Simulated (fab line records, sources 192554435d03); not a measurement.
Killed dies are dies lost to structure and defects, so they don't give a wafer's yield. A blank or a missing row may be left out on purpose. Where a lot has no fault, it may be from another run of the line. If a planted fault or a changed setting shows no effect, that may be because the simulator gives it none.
2 desks looking at one fault :: flow n5_finfet :: what lay behind the numbers comes last; until then each desk has only its own

== FROM THE METROLOGY DESK ==
Lot by lot, what the gauges showed, no matter which tool ran the lot: averages of those sampled wafers that carry a number. Any lot whose mean is over 4 standard deviations away from the usual mean is out of limits and marked OUT; that distance is given in the brackets. Of its 11 readings 7 are shown: those that lie furthest out on some lot.
Columns: A = DIBL_N at N5_BEOL_M4_RC_MEAS_101, usual 36.3 mV/V; B = DIBL_P at N5_BEOL_M4_RC_MEAS_101, usual 36.2 mV/V; C = IOFF_N at N5_BEOL_M4_RC_MEAS_101, usual 0.16 nA/um; D = IOFF_P at N5_BEOL_M4_RC_MEAS_101, usual 0.21 nA/um; E = ION_N at N5_BEOL_M4_RC_MEAS_101, usual 673 uA/um; F = VT_N at N5_BEOL_M4_RC_MEAS_101, usual 251 mV; G = VT_P at N5_BEOL_M4_RC_MEAS_101, usual -251 mV
lot: L630
first seen here: day 7 05:10
A: 34.2
B: 34.8
C: 0.14
D: 0.17
E: 662
F: 254
G: -252

lot: L631
first seen here: day 7 15:13
A: 35.4
B: 35.1
C: 0.15
D: 0.18
E: 667
F: 251
G: -253

lot: L632
first seen here: day 7 20:17
A: 37.9
B: 38.1
C: 0.18
D: 0.26
E: 672
F: 251
G: -246

lot: L634
first seen here: day 8 06:13
A: 39.8
B: 39.6
C: 0.25
D: 0.28
E: 682
F: 245
G: -247

lot: L637
first seen here: day 8 20:53
A: 36.1
B: 37.0
C: 0.16
D: 0.20
E: 665
F: 248
G: -252

lot: L642
first seen here: day 10 14:56
A: 36.8
B: 37.8
C: 0.18
D: 0.24
E: 680
F: 247
G: -249

lot: L643
first seen here: day 11 01:45
A: 35.1
B: 34.0
C: 0.14
D: 0.18
E: 659
F: 252
G: -251

lot: L647
first seen here: day 11 10:43
A: 36.1
B: 36.2
C: 0.15
D: 0.19
E: 665
F: 253
G: -251

lot: L648
first seen here: day 11 18:08
A: 35.8
B: 36.0
C: 0.14
D: 0.16
E: 671
F: 252
G: -259

lot: L651
first seen here: day 12 16:09
A: 38.7
B: 40.4
C: 0.22
D: 0.27
E: 697
F: 245
G: -248
This desk found nothing out of limits on any of the 10 lots.

== THE TOOL OWNER'S DESK: rie_diel-01 ==
The tool's own readings at N5_BEOL_M3_ETCH_69 (etches SiARC in CF4, target depth 15.6 nm, time 26 s): means of the sampled wafers that have a number, for each lot that ran on this tool. Any lot whose mean is over 4 standard deviations away from the usual mean is out of limits and marked OUT; that distance is given in the brackets.
Columns: A = bias_w at N5_BEOL_M3_ETCH_69, usual 36.01 W; B = drypump_motor_current_A at N5_BEOL_M3_ETCH_69, usual 5.6 A; C = etch_rf_on_time_s at N5_BEOL_M3_ETCH_69, usual 25.8 s; D = oes_product_au at N5_BEOL_M3_ETCH_69, usual 0.67 a.u.; E = rf_vpp_V at N5_BEOL_M3_ETCH_69, usual 184.1 V; F = showerhead_plenum_p_Torr at N5_BEOL_M3_ETCH_69, usual 2.13 Torr; G = throttle_valve_pct at N5_BEOL_M3_ETCH_69, usual 15.56 %
lot: L630
first seen here: day 7 06:24
A: 36.09
B: 5.0
C: 26.1
D: 0.68
E: 185.7
F: 2.14
G: 15.81

lot: L631
first seen here: day 7 16:40
A: 36.01
B: 5.4
C: 19.0 (-12) OUT
D: 0.79
E: 183.3
F: 2.12
G: 15.78

lot: L632
first seen here: day 7 21:37
A: 35.99
B: 5.2
C: 19.2 (-11) OUT
D: 0.72
E: 184.4
F: 2.07
G: 15.81

lot: L637
first seen here: day 8 22:04
A: 36.06
B: 5.5
C: 18.7 (-12) OUT
D: 0.84
E: 184.5
F: 2.15
G: 15.75

lot: L648
first seen here: day 11 19:18
A: 36.09
B: 5.1
C: 25.6
D: 0.72
E: 184.7
F: 2.10
G: 15.64

lot: L651
first seen here: day 12 17:43
A: 35.94
B: 5.0
C: 25.7
D: 0.78
E: 184.3
F: 2.12
G: 15.65
This desk's verdict: out of limits on L631, L632, L637, starting with L631 at day 7 16:40 (etch_rf_on_time_s at N5_BEOL_M3_ETCH_69). L630, L648, L651: within limits.

== BROUGHT TOGETHER ==
At day 7 16:40, on L631, L632, L637, the tool owner's desk was in a position to raise an alarm.
At the metrology desk, nothing out of limits was observed.
The metrology desk has L631, L632, L637 on record, within its limits.
Of the lots named, all ran N5_BEOL_M3_ETCH_69 on rie_diel-01.

== WHAT THE SIMULATOR HAD INSERTED ==
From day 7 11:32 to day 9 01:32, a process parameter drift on rie_diel-01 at N5_BEOL_M3_ETCH_69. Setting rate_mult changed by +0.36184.
Lots struck among those shown: L631, L632, L637.
Time in hours from fault onset to the first out-of-limits reading at each desk: the tool owner's desk, 5.
